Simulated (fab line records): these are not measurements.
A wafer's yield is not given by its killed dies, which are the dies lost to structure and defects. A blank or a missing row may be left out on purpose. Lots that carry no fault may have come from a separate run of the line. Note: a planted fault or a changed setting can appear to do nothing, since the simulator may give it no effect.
Problem report in the 8D (eight disciplines) form, filled by code -- flow nand_harc -- the parts of the form that need people (team, actions taken, sign-off) are left out

## 1. PROBLEM STATEMENT
killed_at_periphery at NHARC_END_SORT_01 reads a mean of 74.5 on 6 wafers of 2 lots; wafers without a fault read 3.7 with a standard deviation of 2.5. That is +28 standard deviations from the usual mean.
Earliest sighting: wafer L567.3 on prober-02 at day 29 01:17. The record holds 9 wafers of 3 lots with a number at this step. Rule for "out" (also "out of limits"): further than 4 standard deviations from the usual mean. The other wafers with a number count as sound.

## 2. WHAT THIS IS AND IS NOT
question,is,is not
which readings at this step,killed_at_periphery,"killed_at_array, killed_at_other, killed_open, killed_short"
which lots,"L567, L570",L578
which wafers of those lots,all that have a number,-
read on which gauges,prober-02,-
when,from day 29 01:17,up to then (0 sound wafers); but 3 sound wafers of L578 came after

## 3. THE SUSPECTS, EACH WITH WHAT RULES IT OUT
Counting: any tool at a process step up to the reading is kept as a suspect provided that every lot that is out went through it and no sound lot did after the first of them.
- the gauge at NHARC_END_SORT_01: kept. All the wafers that are out were read on prober-02, and no step on other tools shows them out.
- pecvd-03 at NHARC_P_M2_PRE_CLEAN_32 (time 12 s): ruled out as a lasting fault. After its first lot that is out, L567 (day 11 04:46), sound lots L578 ran on it.
- rie_diel-03 at NHARC_THIN_TSV_ETCH_44 (etches the open film in CF4/O2, target depth 1594.2 nm, time 797.1 s): ruled out as a lasting fault. After its first lot that is out, L567 (day 28 07:51), sound lots L578 ran on it.
The count leaves prober-02 at NHARC_END_SORT_01.

## 4. THE CAUSE (what the simulator had put in)
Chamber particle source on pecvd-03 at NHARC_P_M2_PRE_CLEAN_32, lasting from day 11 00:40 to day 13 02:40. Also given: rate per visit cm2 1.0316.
The count ruled it out by mistake, since the rule takes a fault to strike every lot its tool runs from the start of the fault on, and this one did not do so.

## 5. THE CHAIN OF EFFECTS, in route order
Each row: a reading where the mean over the struck wafers with a number is more than 3 standard deviations away from the usual. Only readings for which the record gives a usual standard deviation are gone through. hours: the time from each lot's start at the first step in this table that gives one to its start at this step, as a median over the lots. sigmas: the change in usual standard deviations.
hours,step,reading,usual,on struck wafers,change,sigmas
0,NHARC_END_SORT_01,killed_at_periphery,3.7,74.5,+70.8,+28

## 6. HOW IT WOULD HAVE BEEN CAUGHT EARLIER
The first out-of-limits reading at a measuring or inspecting step in this record came at day 29 01:17, 433 hours after the fault's start at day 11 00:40.
An alarm limit of 4 standard deviations would not have fired on the tool readings at NHARC_P_M2_PRE_CLEAN_32 for which the record gives a usual standard deviation, since none of them was out on any struck wafer.
